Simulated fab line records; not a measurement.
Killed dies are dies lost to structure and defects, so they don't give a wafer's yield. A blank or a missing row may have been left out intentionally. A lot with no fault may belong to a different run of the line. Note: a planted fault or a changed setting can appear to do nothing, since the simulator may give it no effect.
fab line records	flow n5Finfet
[record] lots = 24	wafers = 72	lastDay = 17
route steps=1938 shown BEOL_M0_CUTY@709 BEOL_M0@723 BEOL_M1@754
lots that met no fault: taken from a fault-free run of the same line
startH: hours from the record's opening day to when the first of the lot's shown wafers began	waitH: hours since the lot's step before	" repeats the value in the row above	L1.1+2: several wafers, shown together as one row	- no value, or no start given	* or withheld: withheld	< > ~ a bound
route shown NAME@n: a module of which the file shows steps, and the number in the route of the first	usual: the fault-free wafers' mean and standard deviation	same: alike in all rows	chamber/n: place in a boat	sites: each site's reading	_std_site: standard deviation across them	_edge_site: inner sites' mean taken away from outer sites' mean	radiusMm: for every site, how far away it sits from the centre of the wafer	mask NAME#n: copy n	behind: the tool/chamber that last shaped the wafer	hold: cause of the lot's hold/its duration in hours/its outcome	device: the transistor (n, p or np) that didn't switch	end of line: the same wafers' tests at the end of the route	step lacking rows: just its recipe	killed: dies lost to structure and defects at the first sort, not the wafer's yield	map: shows each die of a wafer: x if killed, . if not, _ if none is there
set.NAME: the run value of the setting; set.NAME@STEP: its run value at that earlier step	model.NAME: the simulator's own value behind a step, which no gauge read
a sample of lots followed through the steps of the route, with each step as a table and each wafer as a row
services: when a tool's chamber went out of use (startH, in hours from the record's first day, below 0 if earlier), for how many hours, and the reason
[[steps]]
[step N5_BEOL_M0_CUTY_OVL_MEAS_58]
[recipe] pointsPerWafer = 44
[usual] M0_ABLK_OVL = -0.5/0.59
[same] pointsPerWafer = 44
lot.wafer	tool	chamber	startH	waitH	M0_ABLK_OVL[nm]
L074.2	overlay-02	0	113.59	0.0	-0.6
L074.3	"	0	"	"	-0.2
L074.4	"	0	"	"	-0.1
L075.3	overlay-02	0	118.20	0.0	-1.2
L075.5	"	0	"	"	-1.4
L075.6	"	0	"	"	-0.4
L076.2	overlay-01	0	122.82	0.0	-0.1
L076.5	"	0	"	"	-0.6
L076.6	"	0	"	"	-0.1
L077.2	overlay-02	0	128.44	0.0	-0.9
L077.5	"	0	"	"	0.1
L077.6	"	0	"	"	-0.7
L078.1	overlay-01	0	138.62	0.0	-0.9
L078.3	"	0	"	"	0.2
L078.6	"	0	"	"	-0.7
L079.3	overlay-02	0	143.56	0.0	-1.4
L079.5	"	0	"	"	-1.9
L079.6	"	0	"	"	-1.2
L080.1	overlay-01	0	145.75	0.0	-0.9
L080.4	"	0	"	"	0.3
L080.5	"	0	"	"	-0.6
L081.2	overlay-02	0	156.00	0.0	0.0
L081.4	"	0	"	"	0.3
L081.6	"	0	"	"	-1.0
L082.1	overlay-01	0	158.48	0.0	-0.5
L082.2	"	0	"	"	-0.3
L082.4	"	0	"	"	0.0
L083.4	overlay-02	0	162.48	0.0	-0.3
L083.5	"	0	"	"	-0.5
L083.6	"	0	"	"	-0.3
L084.3	overlay-01	0	169.63	0.0	-0.7
L084.4	"	0	"	"	0.3
L084.5	"	0	"	"	-0.4
L085.2	overlay-01	0	179.85	0.0	-0.9
L085.3	"	0	"	"	-0.3
L085.6	"	0	"	"	-1.1
L086.1	overlay-01	0	186.74	0.0	-0.8
L086.2	"	0	"	"	0.3
L086.4	"	0	"	"	-0.4
L087.2	overlay-01	0	189.71	0.0	-0.7
L087.3	"	0	"	"	-1.1
L087.6	"	0	"	"	-1.4
L088.1	overlay-01	0	199.69	0.0	-0.5
L088.2	"	0	"	"	0.0
L088.4	"	0	"	"	-1.5
L090.1	overlay-01	0	201.82	0.0	-1.5
L090.4	"	0	"	"	-0.5
L090.6	"	0	"	"	-0.2
L091.1	overlay-01	0	211.44	0.0	-0.7
L091.3	"	0	"	"	-1.0
L091.4	"	0	"	"	-0.4
L089.1	overlay-01	0	216.20	0.0	-0.6
L089.4	"	0	"	"	0.0
L089.6	"	0	"	"	0.7
L092.2	overlay-01	0	220.53	0.0	-0.1
L092.4	"	0	"	"	-1.2
L092.6	"	0	"	"	-1.5
L093.1	overlay-01	0	228.98	0.0	-1.9
L093.5	"	0	"	"	-0.8
L093.6	"	0	"	"	-0.6
L094.2	overlay-02	0	233.11	0.0	0.1
L094.3	"	0	"	"	-1.1
L094.5	"	0	"	"	-0.2
L095.1	overlay-01	0	236.39	0.0	0.0
L095.2	"	0	"	"	-0.1
L095.4	"	0	"	"	-0.6
L096.2	overlay-01	0	244.19	0.0	0.5
L096.3	"	0	"	"	-0.7
L096.4	"	0	"	"	0.2
L097.2	overlay-02	0	252.81	0.0	-0.6
L097.3	"	0	"	"	0.0
L097.6	"	0	"	"	-0.6
[step N5_BEOL_M0_OCD_MEAS_108]
[usual] trenchDepthNm = 32.8/0.64
lot.wafer	tool	chamber	startH	waitH	trenchDepthNm
L074.2	ocd-01	-	115.22	0.1	32.2
L074.3	"	-	"	"	33.1
L074.4	"	-	"	"	31.9
L075.3	ocd-02	-	120.93	0.1	32.8
L075.5	"	-	"	"	32.6
L075.6	"	-	"	"	32.2
L076.2	ocd-01	-	124.38	0.1	32.7
L076.5	"	-	"	"	33.5
L076.6	"	-	"	"	32.9
L077.2	ocd-01	-	132.34	0.1	33.0
L077.5	"	-	"	"	32.1
L077.6	"	-	"	"	32.9
L078.1	ocd-01	-	141.68	0.1	32.9
L078.3	"	-	"	"	32.6
L078.6	"	-	"	"	33.0
L079.3	ocd-01	-	144.66	0.1	32.5
L079.5	"	-	"	"	34.0
L079.6	"	-	"	"	32.4
L080.1	ocd-01	-	148.67	0.1	33.5
L080.4	"	-	"	"	32.8
L080.5	"	-	"	"	33.4
L081.2	ocd-02	-	157.83	0.1	32.3
L081.4	"	-	"	"	32.8
L081.6	"	-	"	"	33.4
L082.1	ocd-02	-	159.64	0.1	32.6
L082.2	"	-	"	"	32.8
L082.4	"	-	"	"	33.3
L083.4	ocd-01	-	163.33	0.1	33.0
L083.5	"	-	"	"	33.2
L083.6	"	-	"	"	32.3
L084.3	ocd-01	-	171.93	0.1	32.4
L084.4	"	-	"	"	32.0
L084.5	"	-	"	"	32.9
L085.2	ocd-01	-	180.76	0.1	32.8
L085.3	"	-	"	"	32.7
L085.6	"	-	"	"	33.4
L086.1	ocd-02	-	188.30	0.1	32.7
L086.2	"	-	"	"	33.0
L086.4	"	-	"	"	33.0
L087.2	ocd-02	-	191.67	0.1	32.9
L087.3	"	-	"	"	32.1
L087.6	"	-	"	"	32.1
L090.1	ocd-02	-	203.72	0.1	32.7
L090.4	"	-	"	"	32.5
L090.6	"	-	"	"	32.8
L088.1	ocd-02	-	205.76	0.1	32.3
L088.2	"	-	"	"	32.1
L088.4	"	-	"	"	32.2
L091.1	ocd-01	-	212.54	0.1	32.5
L091.3	"	-	"	"	33.7
L091.4	"	-	"	"	32.5
L089.1	ocd-02	-	217.65	0.1	32.2
L089.4	"	-	"	"	33.7
L089.6	"	-	"	"	32.1
L092.2	ocd-01	-	222.00	0.1	32.8
L092.4	"	-	"	"	34.5
L092.6	"	-	"	"	33.2
L093.1	ocd-01	-	231.20	0.1	31.9
L093.5	"	-	"	"	32.8
L093.6	"	-	"	"	32.2
L094.2	ocd-02	-	234.36	0.1	33.4
L094.3	"	-	"	"	34.7
L094.5	"	-	"	"	34.3
L095.1	ocd-01	-	239.07	0.1	32.1
L095.2	"	-	"	"	32.4
L095.4	"	-	"	"	33.8
L096.2	ocd-01	-	246.00	0.1	32.8
L096.3	"	-	"	"	32.1
L096.4	"	-	"	"	32.8
L097.2	ocd-01	-	258.16	0.1	32.9
L097.3	"	-	"	"	33.7
L097.6	"	-	"	"	32.9
[step N5_BEOL_M0_DEGAS_112]
[recipe] ambient = vacuum	tempC = 250	timeS = 60
[usual] heaterPowerW = 339/24
lot.wafer	tool	chamber	startH	waitH	heaterPowerW
L074.2	pvdSputter-02	-	116.33	0.9	313
L074.3	"	-	"	"	318
L074.4	"	-	"	"	344
L075.3	pvdSputter-03	-	121.51	0.3	356
L075.5	"	-	"	"	332
L075.6	"	-	"	"	364
L076.2	pvdSputter-02	-	124.86	0.2	358
L076.5	"	-	"	"	349
L076.6	"	-	"	"	301
L077.2	pvdSputter-03	-	133.20	0.6	306
L077.5	"	-	"	"	355
L077.6	"	-	"	"	370
L078.1	pvdSputter-03	-	142.39	0.2	351
L078.3	"	-	"	"	344
L078.6	"	-	"	"	359
L079.3	pvdSputter-03	-	145.47	0.6	366
L079.5	"	-	"	"	357
L079.6	"	-	"	"	357
L080.1	pvdSputter-03	-	149.64	0.7	368
L080.4	"	-	"	"	361
L080.5	"	-	"	"	365
L081.2	pvdSputter-01	-	159.01	0.9	358
L081.4	"	-	"	"	317
L081.6	"	-	"	"	350
L082.1	pvdSputter-01	-	160.11	0.2	353
L082.2	"	-	"	"	360
L082.4	"	-	"	"	350
L083.4	pvdSputter-03	-	164.19	0.6	356
L083.5	"	-	"	"	368
L083.6	"	-	"	"	339
L084.3	pvdSputter-03	-	172.41	0.1	335
L084.4	"	-	"	"	349
L084.5	"	-	"	"	356
L085.2	pvdSputter-03	-	181.28	0.0	333
L085.3	"	-	"	"	305
L085.6	"	-	"	"	361
L086.1	pvdSputter-03	-	189.06	0.5	340
L086.2	"	-	"	"	305
L086.4	"	-	"	"	364
L087.2	pvdSputter-01	-	192.37	0.4	366
L087.3	"	-	"	"	296
L087.6	"	-	"	"	316
L090.1	pvdSputter-02	-	204.32	0.3	354
L090.4	"	-	"	"	300
L090.6	"	-	"	"	312
L088.1	pvdSputter-02	-	206.12	0.1	354
L088.2	"	-	"	"	318
L088.4	"	-	"	"	296
L091.1	pvdSputter-01	-	212.91	0.1	298
L091.3	"	-	"	"	331
L091.4	"	-	"	"	358
L089.1	pvdSputter-03	-	218.60	0.7	346
L089.4	"	-	"	"	310
L089.6	"	-	"	"	353
L092.2	pvdSputter-01	-	222.69	0.5	300
L092.4	"	-	"	"	357
L092.6	"	-	"	"	367
L093.1	pvdSputter-03	-	231.79	0.3	307
L093.5	"	-	"	"	349
L093.6	"	-	"	"	373
L094.2	pvdSputter-03	-	235.77	1.2	352
L094.3	"	-	"	"	361
L094.5	"	-	"	"	366
L095.1	pvdSputter-01	-	241.25	1.8	351
L095.2	"	-	"	"	358
L095.4	"	-	"	"	329
L096.2	pvdSputter-03	-	246.66	0.4	333
L096.3	"	-	"	"	362
L096.4	"	-	"	"	360
L097.2	pvdSputter-03	-	259.48	1.1	355
L097.3	"	-	"	"	364
L097.6	"	-	"	"	351
[step N5_BEOL_M1_HM_DEP_02]
[recipe] material = TiN	targetThkA = 200	tempC = 25	chamberPressurePa = 0.49996
[usual] throttleValvePct = 29.5/1.1
lot.wafer	tool	chamber	startH	waitH	throttleValvePct
L074.2	pvdSputter-03	-	120.45	1.6	29.5
L074.3	"	-	"	"	28.5
L074.4	"	-	"	"	32.1
L075.3	pvdSputter-02	-	124.66	0.6	28.6
L075.5	"	-	"	"	29.2
L075.6	"	-	"	"	28.6
L076.2	pvdSputter-02	-	130.18	2.3	29.2
L076.5	"	-	"	"	29.0
L076.6	"	-	"	"	31.1
L077.2	pvdSputter-02	-	141.09	1.9	28.7
L077.5	"	-	"	"	28.9
L077.6	"	-	"	"	30.8
L078.1	pvdSputter-02	-	144.65	0.1	29.0
L078.3	"	-	"	"	30.7
L078.6	"	-	"	"	28.6
L079.3	pvdSputter-03	-	151.16	1.5	28.6
L079.5	"	-	"	"	32.2
L079.6	"	-	"	"	29.5
L080.1	pvdSputter-02	-	152.96	0.7	28.8
L080.4	"	-	"	"	29.1
L080.5	"	-	"	"	28.6
L081.2	pvdSputter-02	-	162.55	1.3	30.8
L081.4	"	-	"	"	29.5
L081.6	"	-	"	"	29.1
L082.1	pvdSputter-03	-	164.35	0.3	29.7
L082.2	"	-	"	"	32.0
L082.4	"	-	"	"	29.6
L083.4	pvdSputter-01	-	168.46	2.0	27.8
L083.5	"	-	"	"	29.5
L083.6	"	-	"	"	30.4
L084.3	pvdSputter-02	-	175.87	1.3	28.8
L084.4	"	-	"	"	30.9
L084.5	"	-	"	"	28.9
L085.2	pvdSputter-02	-	183.55	0.0	28.9
L085.3	"	-	"	"	29.0
L085.6	"	-	"	"	28.6
L086.1	pvdSputter-01	-	192.27	0.6	30.3
L086.2	"	-	"	"	28.7
L086.4	"	-	"	"	29.5
L087.2	pvdSputter-01	-	195.43	0.7	29.4
L087.3	"	-	"	"	28.1
L087.6	"	-	"	"	29.4
L090.1	pvdSputter-02	-	208.70	1.6	29.0
L090.4	"	-	"	"	28.6
L090.6	"	-	"	"	29.0
L088.1	pvdSputter-03	-	211.82	1.1	29.5
L088.2	"	-	"	"	29.7
L088.4	"	-	"	"	29.1
L091.1	pvdSputter-02	-	215.45	0.1	30.8
L091.3	"	-	"	"	28.6
L091.4	"	-	"	"	28.7
L089.1	pvdSputter-03	-	224.51	1.4	29.3
L089.4	"	-	"	"	32.1
L089.6	"	-	"	"	29.9
L092.2	pvdSputter-01	-	225.99	0.0	27.7
L092.4	"	-	"	"	29.6
L092.6	"	-	"	"	30.7
L093.1	pvdSputter-03	-	235.39	1.1	29.7
L093.5	"	-	"	"	28.5
L093.6	"	-	"	"	29.7
L094.2	pvdSputter-01	-	238.37	0.2	29.7
L094.3	"	-	"	"	28.8
L094.5	"	-	"	"	29.1
L095.1	pvdSputter-03	-	244.90	0.4	29.8
L095.2	"	-	"	"	28.9
L095.4	"	-	"	"	32.0
L096.2	pvdSputter-03	-	250.75	0.5	28.6
L096.3	"	-	"	"	32.1
L096.4	"	-	"	"	29.9
L097.2	pvdSputter-02	-	263.11	1.5	28.8
L097.3	"	-	"	"	28.6
L097.6	"	-	"	"	28.9
[step N5_BEOL_M1_ETCH_64]
[recipe] chemistry = N2/H2	target = SOC	targetDepthA = 750	overetchA = 150	maskMaterial = SiARC	tempC = 40	timeS = 112.5	ionEnergyEv = 200	pressureMtorr = 30	sourceW = 840	biasW = 150	n2FlowSccm = 200	h2FlowSccm = 200
[usual] drypumpMotorCurrentA = 5.7/0.54	oesProductAu = 0.62/0.053	rfVppV = 524.1/3	showerheadPlenumPTorr = 2.55/0.1	throttleValvePct = 17.78/0.27
lot.wafer	tool	chamber	startH	waitH	drypumpMotorCurrentA	oesProductAu	rfHoursCounterH	rfVppV	showerheadPlenumPTorr	throttleValvePct
L074.2	rieDiel-03	0	121.14	0.0	5.9	0.60	146	524.9	2.55	18.02
L074.3	"	3	"	"	5.4	0.57	214	525.4	2.62	17.86
L074.4	"	2	"	"	5.1	0.62	139	521.6	2.43	17.50
L075.3	rieDiel-03	1	125.27	0.0	6.1	0.73	23	523.4	2.52	17.83
L075.5	"	0	"	"	6.0	0.59	-	524.7	2.55	18.01
L075.6	"	3	"	"	5.4	0.57	-	523.9	2.62	17.88
L076.2	rieDiel-03	3	130.77	0.0	5.4	0.56	217	526.0	2.62	17.88
L076.5	"	1	"	"	6.1	0.73	-	523.2	2.52	17.81
L076.6	"	2	"	"	5.0	0.61	-	519.9	2.42	17.53
L077.2	rieDiel-05	3	141.68	0.0	5.7	0.57	201	526.5	2.61	17.40
L077.5	"	2	"	"	6.8	0.64	-	527.4	2.68	17.42
L077.6	"	3	"	"	5.7	0.57	-	524.6	2.61	17.41
L078.1	rieDiel-05	2	145.37	0.0	6.7	0.64	93	526.9	2.68	17.43
L078.3	"	0	"	"	5.6	0.61	109	517.2	2.35	17.72
L078.6	"	2	"	"	6.8	0.65	-	525.6	2.68	17.42
L079.3	rieDiel-01	2	151.89	0.0	5.0	0.56	225	523.0	2.51	18.37
L079.5	"	0	"	"	4.9	0.70	-	524.2	2.60	18.01
L079.6	"	2	"	"	5.0	0.56	-	522.9	2.51	18.37
L080.1	rieDiel-03	1	153.68	0.0	6.1	0.71	32	522.5	2.51	17.83
L080.4	"	3	"	"	5.4	0.56	223	526.9	2.62	17.88
L080.5	"	0	"	"	5.9	0.59	-	524.3	2.55	18.03
L081.2	rieDiel-01	2	163.31	0.0	5.0	0.55	229	523.9	2.51	18.39
L081.4	"	0	"	"	4.9	0.69	55	524.4	2.60	18.01
L081.6	"	1	"	"	5.8	0.69	-	525.4	2.58	17.72
L082.1	rieDiel-05	0	164.95	0.0	5.6	0.60	115	517.9	2.35	17.75
L082.2	"	1	"	"	6.1	0.67	55	528.9	2.70	17.58
L082.4	"	3	"	"	5.8	0.57	207	524.1	2.61	17.43
L083.4	rieDiel-01	0	169.00	0.0	4.9	0.69	56	525.3	2.60	18.01
L083.5	"	2	"	"	5.0	0.55	-	521.8	2.51	18.39
L083.6	"	1	"	"	5.8	0.69	-	526.4	2.58	17.70
L084.3	rieDiel-05	1	176.46	0.0	6.1	0.67	58	529.2	2.70	17.60
L084.4	"	0	"	"	5.6	0.61	117	518.6	2.35	17.75
L084.5	"	1	"	"	6.1	0.67	-	529.3	2.70	17.60
L085.2	rieDiel-05	2	184.45	0.0	6.8	0.65	104	527.4	2.67	17.44
L085.3	"	1	"	"	6.1	0.66	60	527.3	2.70	17.59
L085.6	"	3	"	"	5.8	0.56	-	526.6	2.61	17.42
L086.1	rieDiel-05	1	193.53	0.0	6.1	0.66	63	527.6	2.70	17.60
L086.2	"	0	"	"	5.6	0.60	123	517.6	2.35	17.75
L086.4	"	2	"	"	6.7	0.64	106	528.9	2.67	17.44
L087.2	rieDiel-03	0	196.02	0.0	5.9	0.58	166	524.4	2.55	18.04
L087.3	"	2	"	"	5.0	0.59	162	519.2	2.42	17.55
L087.6	"	3	"	"	5.4	0.55	-	526.3	2.61	17.91
L090.1	rieDiel-01	2	209.42	0.0	5.0	0.55	242	523.4	2.51	18.40
L090.4	"	3	"	"	5.3	0.55	216	519.9	2.43	17.89
L090.6	"	3	"	"	5.4	0.55	-	522.0	2.43	17.91
L088.1	rieDiel-01	1	212.54	0.0	5.8	0.67	50	524.3	2.58	17.73
L088.2	"	0	"	"	4.9	0.68	68	525.2	2.59	18.02
L088.4	"	0	"	"	4.9	0.68	-	525.7	2.59	18.03
L091.1	rieDiel-03	1	216.17	0.0	6.1	0.69	52	523.2	2.50	17.86
L091.3	"	3	"	"	5.4	0.56	242	525.9	2.61	17.91
L091.4	"	0	"	"	5.9	0.58	172	523.5	2.54	18.06
L089.1	rieDiel-03	1	225.24	0.0	6.1	0.69	54	522.0	2.50	17.86
L089.4	"	2	"	"	5.0	0.59	171	520.5	2.41	17.57
L089.6	"	2	"	"	5.0	0.60	-	522.3	2.41	17.58
L092.2	rieDiel-01	2	226.58	0.0	5.0	0.54	249	523.1	2.50	18.41
L092.4	"	0	"	"	4.9	0.67	-	526.6	2.59	18.03
L092.6	"	1	"	"	5.9	0.66	-	525.4	2.58	17.75
L093.1	rieDiel-05	2	236.16	0.0	6.8	0.63	119	526.4	2.67	17.46
L093.5	"	2	"	"	6.8	0.63	-	526.9	2.67	17.47
L093.6	"	3	"	"	5.8	0.55	-	526.7	2.60	17.44
L094.2	rieDiel-03	0	239.01	0.0	5.9	0.58	180	523.0	2.54	18.08
L094.3	"	2	"	"	5.1	0.59	176	519.2	2.41	17.56
L094.5	"	0	"	"	5.9	0.58	-	524.1	2.54	18.09
L095.1	rieDiel-05	2	245.62	0.0	6.7	0.62	121	527.4	2.66	17.46
L095.2	"	3	"	"	5.8	0.55	230	526.3	2.60	17.45
L095.4	"	0	"	"	5.6	0.59	139	518.5	2.34	17.80
L096.2	rieDiel-03	0	251.54	0.0	5.9	0.57	184	522.9	2.54	18.08
L096.3	"	2	"	"	5.0	0.59	181	521.2	2.41	17.59
L096.4	"	1	"	"	6.1	0.68	-	521.3	2.50	17.90
L097.2	rieDiel-05	3	263.71	0.0	5.8	0.55	236	526.5	2.60	17.45
L097.3	"	1	"	"	6.1	0.65	83	529.0	2.69	17.65
L097.6	"	2	"	"	6.7	0.62	-	527.3	2.66	17.48
[step N5_BEOL_M1_HM_OPEN_17]
[recipe] chemistry = Cl2/BCl3	targetDepthA = 200	overetchA = 60	target = TiN	maskMaterial = SOC	ionEnergyEv = 150	pressureMtorr = 10	icpW = 1000	biasW = 126	Cl2_flow_sccm = 53.25	bcl3FlowSccm = 21.75	Ar_flow_sccm = 25
[usual] drypumpMotorCurrentA = 5.7/0.41	mfcArSccm = 24.99/0.076	oesProductAu = 0.66/0.089	throttleValvePct = 22.24/0.24
lot.wafer	tool	chamber	startH	waitH	drypumpMotorCurrentA	mfcArSccm	oesProductAu	rfHoursCounterH	throttleValvePct
L074.2	rieMetal-03	0	121.34	0.1	5.7	24.98	0.63	-	22.44
L074.3	"	0	"	"	5.7	25.02	0.63	-	22.45
L074.4	"	0	"	"	5.7	25.05	0.63	-	22.44
L075.3	rieMetal-01	0	125.46	0.1	5.4	25.01	0.80	-	22.03
L075.5	"	0	"	"	5.4	25.12	0.79	-	22.02
L075.6	"	1	"	"	6.5	24.97	0.60	-	22.27
L076.2	rieMetal-02	1	130.94	0.0	5.3	25.06	0.68	37	22.46
L076.5	"	0	"	"	5.9	24.85	0.56	-	22.31
L076.6	"	1	"	"	5.3	24.87	0.68	-	22.46
L077.2	rieMetal-02	1	141.85	0.0	5.3	25.21	0.67	38	22.46
L077.5	"	1	"	"	5.3	25.13	0.66	-	22.46
L077.6	"	0	"	"	5.9	24.93	0.55	-	22.32
L078.1	rieMetal-03	1	145.54	0.0	5.7	24.94	0.84	0	21.63
L078.3	"	1	"	"	5.7	24.97	0.84	-	21.65
L078.6	"	0	"	"	5.8	25.00	0.61	-	22.48
L079.3	rieMetal-03	0	152.08	0.1	5.7	25.02	0.62	-	22.47
L079.5	"	1	"	"	5.8	24.94	0.82	-	21.63
L079.6	"	0	"	"	5.7	25.05	0.63	-	22.46
L080.1	rieMetal-01	1	153.84	0.0	6.5	25.10	0.59	70	22.28
L080.4	"	0	"	"	5.4	25.06	0.76	-	22.06
L080.5	"	1	"	"	6.5	25.22	0.59	-	22.29
L081.2	rieMetal-01	0	163.48	0.0	5.4	24.99	0.77	6	22.04
L081.4	"	0	"	"	5.4	24.90	0.76	-	22.04
L081.6	"	1	"	"	6.5	25.01	0.61	-	22.28
L082.1	rieMetal-03	0	165.12	0.0	5.8	24.94	0.61	72	22.48
L082.2	"	1	"	"	5.7	24.92	0.81	2	21.62
L082.4	"	0	"	"	5.8	24.96	0.61	-	22.47
L083.4	rieMetal-01	0	169.20	0.1	5.4	25.00	0.77	-	22.03
L083.5	"	1	"	"	6.5	24.90	0.60	-	22.28
L083.6	"	0	"	"	5.4	25.11	0.77	-	22.05
L084.3	rieMetal-01	1	176.66	0.1	6.5	24.97	0.60	-	22.28
L084.4	"	0	"	"	5.4	24.94	0.77	-	22.05
L084.5	"	1	"	"	6.5	24.97	0.60	-	22.27
L085.2	rieMetal-02	0	184.62	0.0	5.9	24.98	0.55	101	22.33
L085.3	"	0	"	"	5.9	24.85	0.54	-	22.33
L085.6	"	0	"	"	5.9	24.89	0.54	-	22.34
L086.1	rieMetal-02	0	193.69	0.0	5.9	24.99	0.55	101	22.31
L086.2	"	1	"	"	5.3	24.97	0.67	42	22.47
L086.4	"	0	"	"	5.9	25.01	0.55	-	22.30
L087.2	rieMetal-01	1	196.19	0.0	6.5	24.91	0.59	73	22.28
L087.3	"	1	"	"	6.5	24.85	0.60	-	22.27
L087.6	"	1	"	"	6.5	24.90	0.60	-	22.29
L090.1	rieMetal-02	0	209.58	0.0	5.8	25.06	0.53	102	22.32
L090.4	"	1	"	"	5.3	25.04	0.64	-	22.50
L090.6	"	1	"	"	5.3	25.10	0.66	-	22.48
L088.1	rieMetal-01	1	212.71	0.0	6.5	24.93	0.58	75	22.31
L088.2	"	0	"	"	5.4	24.98	0.75	11	22.06
L088.4	"	1	"	"	6.5	24.91	0.58	-	22.30
L091.1	rieMetal-03	0	216.34	0.0	5.8	24.95	0.61	77	22.48
L091.3	"	0	"	"	5.7	24.91	0.61	-	22.47
L091.4	"	1	"	"	5.7	24.99	0.77	-	21.65
L089.1	rieMetal-02	0	225.41	0.0	5.9	25.02	0.53	104	22.33
L089.4	"	0	"	"	5.9	24.91	0.54	-	22.33
L089.6	"	1	"	"	5.3	25.03	0.66	-	22.46
L092.2	rieMetal-01	0	226.78	0.1	5.4	25.01	0.75	-	22.04
L092.4	"	0	"	"	5.4	24.99	0.75	-	22.03
L092.6	"	0	"	"	5.4	24.94	0.75	-	22.03
L093.1	rieMetal-02	1	236.33	0.0	5.3	24.94	0.65	46	22.48
L093.5	"	0	"	"	5.9	24.98	0.54	-	22.32
L093.6	"	1	"	"	5.3	25.04	0.65	-	22.49
L094.2	rieMetal-02	0	239.18	0.0	5.9	24.97	0.54	105	22.33
L094.3	"	0	"	"	5.9	25.04	0.54	-	22.31
L094.5	"	1	"	"	5.3	24.98	0.65	-	22.48
L095.1	rieMetal-01	0	245.79	0.0	5.4	24.99	0.74	14	22.05
L095.2	"	1	"	"	6.5	25.06	0.59	77	22.29
L095.4	"	1	"	"	6.5	25.03	0.59	-	22.27
L096.2	rieMetal-02	0	251.72	0.0	5.9	25.13	0.54	107	22.34
L096.3	"	0	"	"	5.9	25.06	0.53	-	22.34
L096.4	"	1	"	"	5.3	25.13	0.65	-	22.48
L097.2	rieMetal-01	0	263.87	0.0	5.4	25.00	0.73	16	22.05
L097.3	"	1	"	"	6.4	25.04	0.59	-	22.29
L097.6	"	0	"	"	5.4	24.87	0.73	-	22.05
[[services]]
tool	chamber	startH	hours	kind
rieDiel-01	-	105.87	0.6	repair
rieMetal-01	-	113.60	0.4	repair
pvdSputter-03	-	116.95	1.2	repair
rieMetal-03	1	120.69	-	clean
rieMetal-03	1	120.69	21.9	scheduledDown
rieMetal-03	1	120.69	21.9	ventCycle
rieDiel-01	1	140.00	12.9	repair
rieMetal-02	-	150.85	2.8	pm
rieDiel-05	-	159.79	0.5	repair
rieDiel-03	0	181.89	7.9	repair
rieDiel-01	3	211.88	14.8	repair
rieMetal-01	1	225.19	7.6	repair
rieDiel-01	2	230.42	-	clean
rieDiel-01	2	230.42	-	consumableReplace:focusRing
rieDiel-01	2	230.42	13.2	scheduledDown
rieDiel-01	2	230.42	13.2	ventCycle
rieDiel-03	3	232.01	2.0	repair
rieDiel-03	3	245.09	-	clean
rieDiel-03	3	245.09	-	consumableReplace:focusRing
rieDiel-03	3	245.09	17.9	scheduledDown
rieDiel-03	3	245.09	17.9	ventCycle
[[key]]
fault none
